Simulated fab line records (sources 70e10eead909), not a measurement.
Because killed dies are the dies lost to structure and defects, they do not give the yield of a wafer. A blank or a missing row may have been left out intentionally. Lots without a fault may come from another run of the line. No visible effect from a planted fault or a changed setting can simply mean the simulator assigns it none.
Matching of chambers ; flow nand_harc ; 4 sister chambers for NHARC_A_CHANNEL_FILL_D1_ALD_25 on ald_hk-02
The step deposits SiOx, target thk 60 nm, pulse time 10 s, ald cycles 600. 4 wafers are shown with their chamber, then 9 later ones without.

== EACH WAFER AND ITS CHAMBER ==
wafer;chamber;heater_power_w (W)
L081.2;0;475
L083.1;1;523
L083.2;3;505
L083.6;2;407

== WAFERS WITHOUT THEIR CHAMBER ==
wafer;heater_power_w (W)
L089.2;474
L089.3;525
L089.4;406
L094.4;545
L094.1;536
L094.2;468
L096.2;540
L096.5;404
L096.6;531

== THE CHAMBER EACH PASSED THROUGH ==
wafer;from the rows above;in truth
L089.2;0;0
L089.3;can't be placed: 1 or 3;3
L089.4;2;2
L094.4;can't be placed: 1 or 3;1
L094.1;can't be placed: 1 or 3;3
L094.2;0;0
L096.2;can't be placed: 1 or 3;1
L096.5;2;2
L096.6;can't be placed: 1 or 3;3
Placed correctly: 4 of 9. Cannot be placed on the basis of these rows: 5; the candidates contain the true chamber in 5. Placed wrongly: 0.
How it was worked out, from the rows above alone: a wafer's distance from a chamber is the root of the sum, over the readings, of the square of ((its reading less the chamber's mean) divided by the reading's scatter). If the next closest chamber is less than 2 further off than the closest, the wafer can't be placed; otherwise it belongs to the closest. A chamber's mean is the mean of its shown wafers. The scatter: root of mean squared gap, hidden wafer to nearest shown wafer, with one shown wafer a chamber.
